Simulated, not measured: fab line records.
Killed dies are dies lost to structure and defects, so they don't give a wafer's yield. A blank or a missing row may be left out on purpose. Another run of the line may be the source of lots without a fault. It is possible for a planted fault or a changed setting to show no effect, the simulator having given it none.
What tool caused it? / flow n5_finfet / 25 wafers from 9 lots sampled at 5 of the route's 1938 steps

== WHAT THE GAUGES READ, wafer by wafer ==
N5_BEOL_M4_RC_MEAS_101. Usual: DIBL_N 36.3 mV/V, standard deviation 1; DIBL_P 36.2 mV/V, standard deviation 1.4; IOFF_N 0.157 nA/um, standard deviation 0.021; IOFF_P 0.206 nA/um, standard deviation 0.025; ION_N 673 uA/um, standard deviation 9; ION_P 461 uA/um, standard deviation 6.4; SS_N 71.5 mV/dec, standard deviation 0.5; SS_P 73.2 mV/dec, standard deviation 0.47; VT_N 249.9 mV, standard deviation 2.4; VT_P -250.6 mV, standard deviation 2.9.
lot=L842; measured=day 8 00:16; on=prober-01; DIBL_N (mV/V)=35.0 35.3 35.6; DIBL_P (mV/V)=35.5 34.7 35.7; IOFF_N (nA/um)=0.131 0.128 0.131; IOFF_P (nA/um)=0.174 0.170 0.179; ION_N (uA/um)=674 664 665; ION_P (uA/um)=456 452 456; SS_N (mV/dec)=71.2 71.7 70.8; SS_P (mV/dec)=72.7 73.0 72.5; VT_N (mV)=252.7 252.4 254.0; VT_P (mV)=-254.4 -255.1 -254.1; flag=
lot=L844; measured=day 8 10:10; on=prober-02; DIBL_N (mV/V)=36.3 35.5 37.9; DIBL_P (mV/V)=36.9 36.1 38.2; IOFF_N (nA/um)=0.150 0.134 0.171; IOFF_P (nA/um)=0.209 0.194 0.225; ION_N (uA/um)=659 657 669; ION_P (uA/um)=457 452 461; SS_N (mV/dec)=71.7 71.6 72.7; SS_P (mV/dec)=72.9 73.6 74.3; VT_N (mV)=252.3 255.2 250.0; VT_P (mV)=-251.1 -251.2 -252.0; flag=
lot=L852; measured=day 9 23:08; on=prober-02; DIBL_N (mV/V)=35.7 37.5 35.7; DIBL_P (mV/V)=34.6 36.7 34.4; IOFF_N (nA/um)=0.132 0.153 0.135; IOFF_P (nA/um)=0.177 0.205 0.174; ION_N (uA/um)=668 664 659; ION_P (uA/um)=458 458 456; SS_N (mV/dec)=71.7 71.8 71.9; SS_P (mV/dec)=72.9 73.6 72.6; VT_N (mV)=250.7 251.9 251.5; VT_P (mV)=-251.9 -251.3 -251.5; flag=
lot=L853; measured=day 10 18:02; on=prober-01; DIBL_N (mV/V)=36.5 35.9 35.5; DIBL_P (mV/V)=35.9 35.9 35.2; IOFF_N (nA/um)=0.161 0.152 0.155; IOFF_P (nA/um)=0.207 0.208 0.199; ION_N (uA/um)=675 670 674; ION_P (uA/um)=461 465 469; SS_N (mV/dec)=71.6 71.8 71.9; SS_P (mV/dec)=72.9 72.8 72.5; VT_N (mV)=248.3 250.5 249.1; VT_P (mV)=-252.3 -248.5 -248.3; flag=
lot=L859; measured=day 12 04:20; on=prober-02; DIBL_N (mV/V)=35.8 35.6; DIBL_P (mV/V)=37.4 35.9; IOFF_N (nA/um)=0.156 0.151; IOFF_P (nA/um)=0.204 0.179; ION_N (uA/um)=668 665; ION_P (uA/um)=457 455; SS_N (mV/dec)=71.8 70.6; SS_P (mV/dec)=73.7 73.3; VT_N (mV)=249.6 248.0; VT_P (mV)=-252.1 -254.9; flag=
lot=L860; measured=day 12 07:06; on=prober-01; DIBL_N (mV/V)=37.3 37.6 36.7; DIBL_P (mV/V)=38.0 38.4 36.6; IOFF_N (nA/um)=0.173 0.181 0.157; IOFF_P (nA/um)=0.249 0.255 0.226; ION_N (uA/um)=690 685 674; ION_P (uA/um)=471 480 466; SS_N (mV/dec)=72.1 72.4 72.5; SS_P (mV/dec)=73.8 73.7 72.7; VT_N (mV)=249.4 245.4 247.9; VT_P (mV)=-244.6 -244.6 -248.5; flag=
lot=L861; measured=day 12 17:07; on=prober-02; DIBL_N (mV/V)=37.5 35.4; DIBL_P (mV/V)=35.7 34.3; IOFF_N (nA/um)=0.148 0.120; IOFF_P (nA/um)=0.179 0.157; ION_N (uA/um)=665 667; ION_P (uA/um)=448 455; SS_N (mV/dec)=71.8 70.2; SS_P (mV/dec)=73.4 72.9; VT_N (mV)=251.7 252.6; VT_P (mV)=-255.2 -255.0; flag=
lot=L862; measured=day 12 23:17; on=prober-01; DIBL_N (mV/V)=35.8 34.6 35.3; DIBL_P (mV/V)=36.5 35.0 35.7; IOFF_N (nA/um)=0.162 0.136 0.152; IOFF_P (nA/um)=0.227 0.198 0.210; ION_N (uA/um)=680 670 677; ION_P (uA/um)=469 467 468; SS_N (mV/dec)=71.4 71.5 71.4; SS_P (mV/dec)=74.0 72.7 73.7; VT_N (mV)=245.4 251.9 251.6; VT_P (mV)=-247.4 -251.0 -245.4; flag=
lot=L863; measured=day 13 01:10; on=prober-01; DIBL_N (mV/V)=35.8 36.5 35.6; DIBL_P (mV/V)=34.6 34.8 34.3; IOFF_N (nA/um)=0.141 0.147 0.142; IOFF_P (nA/um)=0.206 0.210 0.208; ION_N (uA/um)=679 665 681; ION_P (uA/um)=470 463 472; SS_N (mV/dec)=71.0 71.5 71.0; SS_P (mV/dec)=73.2 72.5 72.6; VT_N (mV)=250.3 248.9 250.8; VT_P (mV)=-247.9 -246.2 -247.9; flag=

== WHICH TOOL RAN EACH LOT (tool, then ch and the chambers of the sampled wafers, then the start) ==
lot=L842; N5_BEOL_M0_CUTY_ETCH_62=rie_diel-06 ch 1,2, day 5 16:35; N5_BEOL_M0_ETCH_109=rie_diel-06 ch 2,3, day 5 17:49; N5_BEOL_M0_ALD_136=ald_metal-01 ch 0,2,3, day 5 18:22; N5_BEOL_M0_SPUTTER_116=pvd_sputter-02, day 5 19:34
lot=L844; N5_BEOL_M0_CUTY_ETCH_62=rie_diel-06 ch 0,2,3, day 6 05:45; N5_BEOL_M0_ETCH_109=rie_diel-04 ch 1,2,3, day 6 11:43; N5_BEOL_M0_ALD_136=ald_metal-02 ch 0,2, day 6 12:29; N5_BEOL_M0_SPUTTER_116=pvd_sputter-03, day 6 13:03
lot=L852; N5_BEOL_M0_CUTY_ETCH_62=rie_diel-06 ch 0,1,2, day 8 05:31; N5_BEOL_M0_ETCH_109=rie_diel-04 ch 1,2,3, day 8 06:28; N5_BEOL_M0_ALD_136=ald_metal-01 ch 0,1, day 8 07:03; N5_BEOL_M0_SPUTTER_116=pvd_sputter-01, day 8 08:59
lot=L853; N5_BEOL_M0_CUTY_ETCH_62=rie_diel-02 ch 0,1, day 8 13:55; N5_BEOL_M0_ETCH_109=rie_diel-02 ch 0,2, day 8 16:41; N5_BEOL_M0_ALD_136=ald_metal-04 ch 1,2, day 8 17:07; N5_BEOL_M0_SPUTTER_116=pvd_sputter-03, day 8 19:24
lot=L859; N5_BEOL_M0_CUTY_ETCH_62=rie_diel-04 ch 0,1, day 10 02:34; N5_BEOL_M0_ETCH_109=rie_diel-04 ch 1,2, day 10 04:22; N5_BEOL_M0_ALD_136=ald_metal-01 ch 0,3, day 10 05:23; N5_BEOL_M0_SPUTTER_116=pvd_sputter-02, day 10 06:01
lot=L860; N5_BEOL_M0_CUTY_ETCH_62=rie_diel-02 ch 0,1, day 10 04:59; N5_BEOL_M0_ETCH_109=rie_diel-06 ch 0,3, day 10 10:22; N5_BEOL_M0_ALD_136=ald_metal-01 ch 0,1, day 10 11:21; N5_BEOL_M0_SPUTTER_116=pvd_sputter-02, day 10 13:23
lot=L861; N5_BEOL_M0_CUTY_ETCH_62=rie_diel-06 ch 0,1, day 10 14:20; N5_BEOL_M0_ETCH_109=rie_diel-02 ch 1,2, day 10 18:01; N5_BEOL_M0_ALD_136=ald_metal-01 ch 0,3, day 10 18:22; N5_BEOL_M0_SPUTTER_116=pvd_sputter-02, day 10 20:19
lot=L862; N5_BEOL_M0_CUTY_ETCH_62=rie_diel-06 ch 1,2,3, day 10 21:19; N5_BEOL_M0_ETCH_109=rie_diel-06 ch 0,1,2, day 10 22:49; N5_BEOL_M0_ALD_136=ald_metal-02 ch 1,2, day 10 23:27; N5_BEOL_M0_SPUTTER_116=pvd_sputter-01, day 10 23:58
lot=L863; N5_BEOL_M0_CUTY_ETCH_62=rie_diel-04 ch 0,1,3, day 11 03:20; N5_BEOL_M0_ETCH_109=rie_diel-06 ch 0,2,3, day 11 07:15; N5_BEOL_M0_ALD_136=ald_metal-02 ch 0,2,3, day 11 07:57; N5_BEOL_M0_SPUTTER_116=pvd_sputter-03, day 11 08:29
- N5_BEOL_M0_CUTY_ETCH_62: etches SiARC in CF4, time 58.5 s.
- N5_BEOL_M0_ETCH_109: etches SiCN in CH3F/O2, target depth 8 nm, overetch 2.4 nm, time 27.4 s.
- N5_BEOL_M0_ALD_136: deposits TaN, pulse time 2 s, purge time 3 s, co reactant purge time 2 s.
- N5_BEOL_M0_SPUTTER_116: material Cu, target thk 4 nm, time 7.37 s.

== WHAT THE TOOLS THEMSELVES READ (means of the sampled wafers that have a number; where no wafer has one, the mark that the record gives instead) ==
N5_BEOL_M0_CUTY_ETCH_62. Usual: drypump_motor_current_A 5.8 A, standard deviation 0.56; etch_rf_on_time_s 58.4 s, standard deviation 0.99; oes_product_au 0.67 a.u., standard deviation 0.065; rf_vpp_V 184.1 V, standard deviation 1.2; showerhead_plenum_p_Torr 2.14 Torr, standard deviation 0.069; throttle_valve_pct 15.60 %, standard deviation 0.27.
lot=L842; tool=rie_diel-06; drypump_motor_current_A (A)=5.9; etch_rf_on_time_s (s)=59.5; oes_product_au (a.u.)=0.63; rf_vpp_V (V)=183.0; showerhead_plenum_p_Torr (Torr)=2.12; throttle_valve_pct (%)=15.59; flag=
lot=L844; tool=rie_diel-06; drypump_motor_current_A (A)=5.9; etch_rf_on_time_s (s)=58.6; oes_product_au (a.u.)=0.67; rf_vpp_V (V)=183.9; showerhead_plenum_p_Torr (Torr)=2.10; throttle_valve_pct (%)=15.46; flag=
lot=L852; tool=rie_diel-06; drypump_motor_current_A (A)=6.1; etch_rf_on_time_s (s)=59.1; oes_product_au (a.u.)=0.64; rf_vpp_V (V)=183.9; showerhead_plenum_p_Torr (Torr)=2.12; throttle_valve_pct (%)=15.58; flag=
lot=L853; tool=rie_diel-02; drypump_motor_current_A (A)=5.3; etch_rf_on_time_s (s)=57.5; oes_product_au (a.u.)=0.71; rf_vpp_V (V)=184.3; showerhead_plenum_p_Torr (Torr)=2.13; throttle_valve_pct (%)=15.34; flag=
lot=L859; tool=rie_diel-04; drypump_motor_current_A (A)=6.2; etch_rf_on_time_s (s)=57.0; oes_product_au (a.u.)=0.81; rf_vpp_V (V)=183.7; showerhead_plenum_p_Torr (Torr)=2.10; throttle_valve_pct (%)=15.44; flag=
lot=L860; tool=rie_diel-02; drypump_motor_current_A (A)=5.4; etch_rf_on_time_s (s)=57.5; oes_product_au (a.u.)=0.69; rf_vpp_V (V)=184.6; showerhead_plenum_p_Torr (Torr)=2.13; throttle_valve_pct (%)=15.35; flag=
lot=L861; tool=rie_diel-06; drypump_motor_current_A (A)=6.3; etch_rf_on_time_s (s)=58.6; oes_product_au (a.u.)=0.64; rf_vpp_V (V)=184.6; showerhead_plenum_p_Torr (Torr)=2.14; throttle_valve_pct (%)=15.66; flag=
lot=L862; tool=rie_diel-06; drypump_motor_current_A (A)=5.5; etch_rf_on_time_s (s)=58.6; oes_product_au (a.u.)=0.63; rf_vpp_V (V)=184.0; showerhead_plenum_p_Torr (Torr)=2.14; throttle_valve_pct (%)=15.72; flag=
lot=L863; tool=rie_diel-04; drypump_motor_current_A (A)=6.1; etch_rf_on_time_s (s)=57.7; oes_product_au (a.u.)=0.76; rf_vpp_V (V)=183.7; showerhead_plenum_p_Torr (Torr)=2.15; throttle_valve_pct (%)=15.47; flag=

N5_BEOL_M0_ETCH_109. Usual: O2_flow_sccm 20.00 sccm, standard deviation 0.06; drypump_motor_current_A 5.9 A, standard deviation 0.48; oes_product_au 0.68 a.u., standard deviation 0.073; rf_vpp_V 297.3 V, standard deviation 1.5; showerhead_plenum_p_Torr 2.00 Torr, standard deviation 0.066; throttle_valve_pct 16.32 %, standard deviation 0.25.
lot=L842; tool=rie_diel-06; O2_flow_sccm (sccm)=20.01; drypump_motor_current_A (A)=5.2; oes_product_au (a.u.)=0.70; rf_vpp_V (V)=296.6; showerhead_plenum_p_Torr (Torr)=1.99; throttle_valve_pct (%)=16.27; flag=
lot=L844; tool=rie_diel-04; O2_flow_sccm (sccm)=20.00; drypump_motor_current_A (A)=5.9; oes_product_au (a.u.)=0.68; rf_vpp_V (V)=297.9; showerhead_plenum_p_Torr (Torr)=2.01; throttle_valve_pct (%)=16.32; flag=
lot=L852; tool=rie_diel-04; O2_flow_sccm (sccm)=20.03; drypump_motor_current_A (A)=5.9; oes_product_au (a.u.)=0.75; rf_vpp_V (V)=297.1; showerhead_plenum_p_Torr (Torr)=2.00; throttle_valve_pct (%)=16.20; flag=
lot=L853; tool=rie_diel-02; O2_flow_sccm (sccm)=20.04; drypump_motor_current_A (A)=5.6; oes_product_au (a.u.)=0.73; rf_vpp_V (V)=296.7; showerhead_plenum_p_Torr (Torr)=1.97; throttle_valve_pct (%)=16.02; flag=
lot=L859; tool=rie_diel-04; O2_flow_sccm (sccm)=19.96; drypump_motor_current_A (A)=5.8; oes_product_au (a.u.)=0.74; rf_vpp_V (V)=296.7; showerhead_plenum_p_Torr (Torr)=1.95; throttle_valve_pct (%)=16.25; flag=
lot=L860; tool=rie_diel-06; O2_flow_sccm (sccm)=19.98; drypump_motor_current_A (A)=6.2; oes_product_au (a.u.)=0.67; rf_vpp_V (V)=297.6; showerhead_plenum_p_Torr (Torr)=1.95; throttle_valve_pct (%)=16.16; flag=
lot=L861; tool=rie_diel-02; O2_flow_sccm (sccm)=20.02; drypump_motor_current_A (A)=6.0; oes_product_au (a.u.)=0.65; rf_vpp_V (V)=297.5; showerhead_plenum_p_Torr (Torr)=2.04; throttle_valve_pct (%)=16.52; flag=
lot=L862; tool=rie_diel-06; O2_flow_sccm (sccm)=19.93; drypump_motor_current_A (A)=6.1; oes_product_au (a.u.)=0.63; rf_vpp_V (V)=295.8; showerhead_plenum_p_Torr (Torr)=1.97; throttle_valve_pct (%)=16.32; flag=
lot=L863; tool=rie_diel-06; O2_flow_sccm (sccm)=19.99; drypump_motor_current_A (A)=5.9; oes_product_au (a.u.)=0.65; rf_vpp_V (V)=296.3; showerhead_plenum_p_Torr (Torr)=1.94; throttle_valve_pct (%)=16.23; flag=

N5_BEOL_M0_ALD_136. Usual: heater_power_w reads 435 W (standard deviation 43).
lot=L842; tool=ald_metal-01; heater_power_w (W)=436; flag=
lot=L844; tool=ald_metal-02; heater_power_w (W)=421; flag=
lot=L852; tool=ald_metal-01; heater_power_w (W)=418; flag=
lot=L853; tool=ald_metal-04; heater_power_w (W)=495; flag=
lot=L859; tool=ald_metal-01; heater_power_w (W)=416; flag=
lot=L860; tool=ald_metal-01; heater_power_w (W)=411; flag=
lot=L861; tool=ald_metal-01; heater_power_w (W)=414; flag=
lot=L862; tool=ald_metal-02; heater_power_w (W)=455; flag=
lot=L863; tool=ald_metal-02; heater_power_w (W)=413; flag=

N5_BEOL_M0_SPUTTER_116. Usual: throttle_valve_pct reads 29.8 % (standard deviation 1.4).
lot=L842; tool=pvd_sputter-02; throttle_valve_pct (%)=28.5; flag=
lot=L844; tool=pvd_sputter-03; throttle_valve_pct (%)=29.7; flag=
lot=L852; tool=pvd_sputter-01; throttle_valve_pct (%)=29.8; flag=
lot=L853; tool=pvd_sputter-03; throttle_valve_pct (%)=30.5; flag=
lot=L859; tool=pvd_sputter-02; throttle_valve_pct (%)=28.8; flag=
lot=L860; tool=pvd_sputter-02; throttle_valve_pct (%)=28.5; flag=
lot=L861; tool=pvd_sputter-02; throttle_valve_pct (%)=28.7; flag=
lot=L862; tool=pvd_sputter-01; throttle_valve_pct (%)=29.4; flag=
lot=L863; tool=pvd_sputter-03; throttle_valve_pct (%)=30.0; flag=

== THE ANSWER, worked out from the rows above alone ==
Rule: a lot is off if the mean of its wafers that have a number lies more than 3 standard deviations from the usual mean. Also off: a lot with no number at a reading for which 4 or more lots have one. Where the step has rows for the other lots, those lots are counted as sound. Order of review: gauges by route order, followed by the tools' own readings, for which a lot's mean as printed above is used. The first step at which some lot is off is used, and at that step the reading that is off furthest; a lot without a number counts as furthest.
Nothing can be told from this: no lot is off at any reading shown.

== WHAT THE SIMULATOR PUT IN ==
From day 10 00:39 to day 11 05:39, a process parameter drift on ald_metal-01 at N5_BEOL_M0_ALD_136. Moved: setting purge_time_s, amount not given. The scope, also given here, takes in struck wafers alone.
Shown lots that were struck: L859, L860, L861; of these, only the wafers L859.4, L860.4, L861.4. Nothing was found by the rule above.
